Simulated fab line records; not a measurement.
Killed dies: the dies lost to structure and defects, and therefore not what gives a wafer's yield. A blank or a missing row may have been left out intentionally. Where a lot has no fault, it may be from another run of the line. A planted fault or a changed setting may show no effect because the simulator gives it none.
The same fault as seen by 3 desks :: flow n5-finfet :: every desk sees just its own numbers, and what lay behind them comes last

FOR THE TOOL OWNER'S DESK: pecvd-03
The tool's own readings at N5_PASSIVATION_PECVD_00 (deposits SiO2 from SiH4/N2O, target thk 200 nm, time 11.2 s): means of the sampled wafers that have a number, for each lot that ran on this tool. A lot is out of limits, marked OUT, if its mean lies more than 4 standard deviations from the usual mean; the brackets give that distance.
Columns: A = chamber-pressure-Torr at N5_PASSIVATION_PECVD_00, usual 2.700 Torr; B = heater-power-w at N5_PASSIVATION_PECVD_00, usual 698 W; C = showerhead-plenum-p-Torr at N5_PASSIVATION_PECVD_00, usual 8.15 Torr; D = throttle-valve-pct at N5_PASSIVATION_PECVD_00, usual 51.2 %
lot: L426
first seen here: day 14 01:38
A: 2.699
B: 829
C: 8.18
D: 49.2

lot: L433
first seen here: day 16 02:55
A: 2.696
B: 642
C: 8.12
D: 49.6
This desk found nothing out of limits on any of the 2 lots.

THE DEFECT DESK
Inspection counts along the route, by lot: the mean over sampled wafers that carry a number. A lot is out of limits, marked OUT, if its mean lies more than 4 standard deviations from the usual mean; the brackets give that distance.
Columns: A = raw-defect-count at N5_BEOL_M15_INSPECT_55, usual 72; B = raw-defect-count at N5_MIM_TOP_LITHO_INSPECT_12, usual 1.9
lot: L422
first seen here: day 13 18:29
A: 79
B: 2.3

lot: L426
first seen here: day 14 00:40
A: 73
B: 1.3

lot: L433
first seen here: day 16 01:56
A: 78
B: 1.7

lot: L439
first seen here: day 18 06:02
A: 51
B: 2.0

lot: L442
first seen here: day 18 23:58
A: 64
B: 1.3
This desk found nothing out of limits on any of the 5 lots.

METROLOGY DESK
What the gauges read, lot by lot, whatever tool the lot ran on: means of the sampled wafers that have a number. A lot is out of limits, marked OUT, if its mean lies more than 4 standard deviations from the usual mean; the brackets give that distance. It has 28 readings; the 7 that lie furthest out on some lot are the ones shown.
Columns: A = COMB_M14 at N5_BEOL_M15_RC_MEAS_101, usual 3.5e-12 S/m; B = COMB_M15 at N5_BEOL_M15_RC_MEAS_101, usual 2.1e-12 S/m; C = COMB_M8 at N5_BEOL_M15_RC_MEAS_101, usual 2.5e-11 S/m; D = SERP_M11 at N5_BEOL_M15_RC_MEAS_101, usual 3.07 ohm/um; E = SERP_M7 at N5_BEOL_M15_RC_MEAS_101, usual 13.7 ohm/um; F = SERP_M7_max_site at N5_BEOL_M15_RC_MEAS_101, usual 14.4 ohm/um; G = cd-nm at N5_MIM_TOP_LITHO_CD_MEAS_08, usual 2000.2 nm
lot: L422
first seen here: day 13 18:19
A: 4.1e-12
B: 3.2e-12
C: 2.4e-11
D: 3.10
E: 14.2
F: 14.8
G: 1998.7

lot: L426
first seen here: day 14 00:30
A: 4.4e-12
B: 2.5e-12
C: 2.7e-11
D: 3.12
E: 13.9
F: 14.4
G: 1998.7

lot: L433
first seen here: day 16 01:46
A: 4.1e-12
B: 3.3e-12
C: 3.2e-11
D: 3.08
E: 11.9
F: 12.7
G: 1999.1

lot: L439
first seen here: day 18 05:53
A: 5.5e-12
B: 2.9e-12
C: 3.1e-11
D: 3.24
E: 13.6
F: 14.5
G: 1996.3

lot: L442
first seen here: day 18 23:49
A: 3.2e-12
B: 1.6e-12
C: 3.4e-11
D: 2.97
E: 14.2
F: 15.4
G: 2001.6
This desk found nothing out of limits on any of the 5 lots.

PUT TOGETHER
Nothing out of limits was seen by the tool owner's desk.
Nothing out of limits was seen by the defect desk.
From the metrology desk's view, nothing was out of limits.

WHAT THE SIMULATOR PUT IN
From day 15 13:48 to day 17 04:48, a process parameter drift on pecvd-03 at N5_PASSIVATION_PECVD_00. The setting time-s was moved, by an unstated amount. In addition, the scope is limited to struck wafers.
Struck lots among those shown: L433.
